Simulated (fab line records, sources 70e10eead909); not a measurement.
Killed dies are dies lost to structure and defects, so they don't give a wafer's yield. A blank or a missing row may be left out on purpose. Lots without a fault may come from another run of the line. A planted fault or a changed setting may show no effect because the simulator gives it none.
Problem report in the 8D (eight disciplines) form, filled by code | flow nand_harc | the parts of the form that need people (team, actions taken, sign-off) are left out

1. THE PROBLEM
heater_power_total_W at NHARC_P_M1_PEB_07 reads a mean of 161.4 W on 4 wafers of 2 lots; wafers without a fault read 156.6 W with a standard deviation of 0.43. That is +11 standard deviations from the usual mean.
The step: peb time 65 s.
First seen on wafer L555.1, day 10 09:55, on litho_track-06. The record holds 18 wafers of 6 lots with a number at this step. Rule for "out", or "out of limits": more than 4 standard deviations from the usual mean. The other wafers with a number count as sound.

2. WHAT IT IS AND WHAT IT IS NOT
question                    | is                             | is not
which readings at this step | heater_power_total_W           | -
which lots                  | L555, L559                     | L547, L549, L561, L562
which wafers of those lots  | L555.1, L555.3, L559.1, L559.3 | L555.2, L559.4
read on which tools         | litho_track-06                 | litho_track-04
when                        | from day 10 09:55              | up to then (7 sound wafers); but 7 sound wafers of L559, L561, L562 came after

3. SUSPECTS, AND WHAT RULES EACH OUT
Counting: a tool at a process step up to the reading stays a suspect if it ran every lot that is out. Sound lots after the first of them don't rule it out here, since some wafers of a struck lot are sound.
- pecvd-02 at NHARC_P_M0_PRE_CLEAN_31 (time 12 s): kept. It ran every lot that is out, first L555 (day 10 08:27).
- pecvd-02 at NHARC_P_M0_DEP_32 (deposits SiCN, target thk 30 nm): kept. It ran every lot that is out, first L555 (day 10 08:32).
- litho_track-06 at NHARC_P_M1_PEB_07 (peb time 65 s): kept. It ran every lot that is out, first L555 (day 10 09:55); its last sound lot up to then is L547 (day 7 14:48). Its own readings are out on those wafers: heater_power_total_W.
Left after counting: pecvd-02 at NHARC_P_M0_PRE_CLEAN_31, pecvd-02 at NHARC_P_M0_DEP_32, litho_track-06 at NHARC_P_M1_PEB_07.

4. THE CAUSE (what the simulator had put in)
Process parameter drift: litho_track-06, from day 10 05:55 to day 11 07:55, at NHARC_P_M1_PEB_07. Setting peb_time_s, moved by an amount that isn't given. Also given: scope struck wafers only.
Counting left 3 suspects, and this tool is among them.

5. THE CHAIN OF EFFECTS, in route order
Each row: a reading whose mean over the struck wafers that have a number lies more than 3 standard deviations from the usual. Only readings for which the record gives a usual standard deviation are gone through. hours: the time from each lot's start at the first step in this table that gives one to its start at this step, as a median over the lots. sigmas: the change in usual standard deviations.
hours | step              | reading              | usual   | on struck wafers | change | sigmas
0     | NHARC_P_M1_PEB_07 | heater_power_total_W | 156.6 W | 161.4            | +4.8   | +11
The process steps in it:
- NHARC_P_M1_PEB_07: peb time 65 s.
Later measuring or inspecting steps at which every struck wafer that the step has a row for has a number for every such reading, and none has moved that far: NHARC_P_M1_CD_MEAS_09, NHARC_P_M1_OVL_MEAS_10, NHARC_P_M1_INSPECT_11, NHARC_P_M1_CD_MEAS_16.

6. WHAT WOULD HAVE CAUGHT IT SOONER
In this record the first reading out of limits was taken at day 10 09:55, 4 hours after the fault began at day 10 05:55.
